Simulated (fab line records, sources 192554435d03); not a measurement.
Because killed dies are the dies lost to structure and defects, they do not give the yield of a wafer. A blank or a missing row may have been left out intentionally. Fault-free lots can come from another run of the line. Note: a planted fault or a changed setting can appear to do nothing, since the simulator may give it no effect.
Code-filled problem report in 8D (eight disciplines) form    flow n5 finfet    the parts of the form that need people (team, actions taken, sign-off) are left out

1. THE ISSUE
Wafers without a fault read 49.4 nm, standard deviation 1.1; cd nm at N5_SDB_CD_MEAS_11 reads a mean of 39.1 nm on 6 wafers belonging to 2 lots. Relative to the usual mean, that is a shift of -9.4 standard deviations.
The step: target cd 50 nm.
First observed at day 5 06:17: wafer L185.1, on cd sem-01. The record holds 30 wafers of 10 lots with a number at this step. Rule for "out" (also "out of limits"): further than 4 standard deviations from the usual mean. The rest of the wafers with a number are treated as sound.

2. WHAT IT IS, WHAT IT ISN'T
question                     is                      is not
which readings at this step  cd nm                   -
which lots                   L185, L187              L182, L183, L184, L189, L195, L197, L201, L202
which wafers of those lots   all that have a number  -
read on which gauges         cd sem-01, cd sem-03    cd sem-02
when                         from day 5 06:17        up to then (9 sound wafers); but 15 sound wafers of L189, L195, L197, L201, L202 came after

3. SUSPECTS, AND WHAT RULES EACH OUT
Counting: a tool stays on the suspect list if, at a process step up to the reading, it processed all lots that are out and no sound lot following the first of them.
- the gauge at N5_SDB_CD_MEAS_11 is ruled out. 2 gauges (cd sem-01, cd sem-03) read the wafers that are out.
- arfi scanner-01 at N5_SDB_EXPOSE_08 (exposes mask SDB): kept. Every lot that is out went through it, starting with L185 (day 5 06:10), and after that it ran no sound lot; the last sound lot it ran before then is L183 (day 4 19:20). Out on those wafers are its own readings of exposure dose mJ cm2.
After counting, what remains is arfi scanner-01 at N5_SDB_EXPOSE_08.

4. THE CAUSE (what the simulator had put in)
Drift in process parameters on arfi scanner-01 at N5_SDB_EXPOSE_08, starting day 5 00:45. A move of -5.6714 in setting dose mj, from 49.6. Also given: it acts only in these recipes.
Only this tool survived the counting.

5. THE EFFECT CHAIN, in route order
Each row: a reading whose mean over the struck wafers that have a number lies more than 3 standard deviations from the usual. Only readings whose record carries a usual standard deviation are examined. hours: median over the lots of the time between each lot's start at the first step of this table that gives one and its start at this step. sigmas: the change, counted in usual standard deviations.
hours  step                     reading               usual    on struck wafers  change  sigmas
0      N5_SDB_EXPOSE_08         exposure dose mJ cm2  49.74    44.44             -5.30   -28
0      N5_SDB_CD_MEAS_11        cd nm                 49.4 nm  39.1              -10.3   -9.4
194    N5_PASSIVATION_PROBE_49  defect limited yield  91.3 %   13.9              -77.4   -52
194    N5_PASSIVATION_PROBE_49  killed at front end   39       952               +913    +83
194    N5_PASSIVATION_PROBE_49  killed dies           102      1016              +914    +51
194    N5_PASSIVATION_PROBE_49  killed on rim         13       152               +138    +36
194    N5_PASSIVATION_PROBE_49  sort_bin_5_function   5.1 %    82.2              +77.1   +77
194    N5_PASSIVATION_PROBE_49  sort n pass           1077     164               -912    -48
194    N5_PASSIVATION_PROBE_49  sort yield pct        91.3 %   13.9              -77.4   -48
Here are the process steps it includes:
- N5_SDB_EXPOSE_08: exposes mask SDB.
- N5_PASSIVATION_PROBE_49

6. WHAT WOULD HAVE CAUGHT IT SOONER
6 hours passed between the start of the fault at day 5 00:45 and the first reading out of limits at a measuring or inspecting step in this record, taken at day 5 06:17.
The tool's own readings at N5_SDB_EXPOSE_08 were out on every struck wafer that the step has a row for (exposure dose mJ cm2): an alarm limit on them would have fired on the first of those.
Among the 2 lots that are out, L187 began N5_SDB_EXPOSE_08 on arfi scanner-01 after day 5 06:17. A tool hold placed at that time would have kept it from harm.
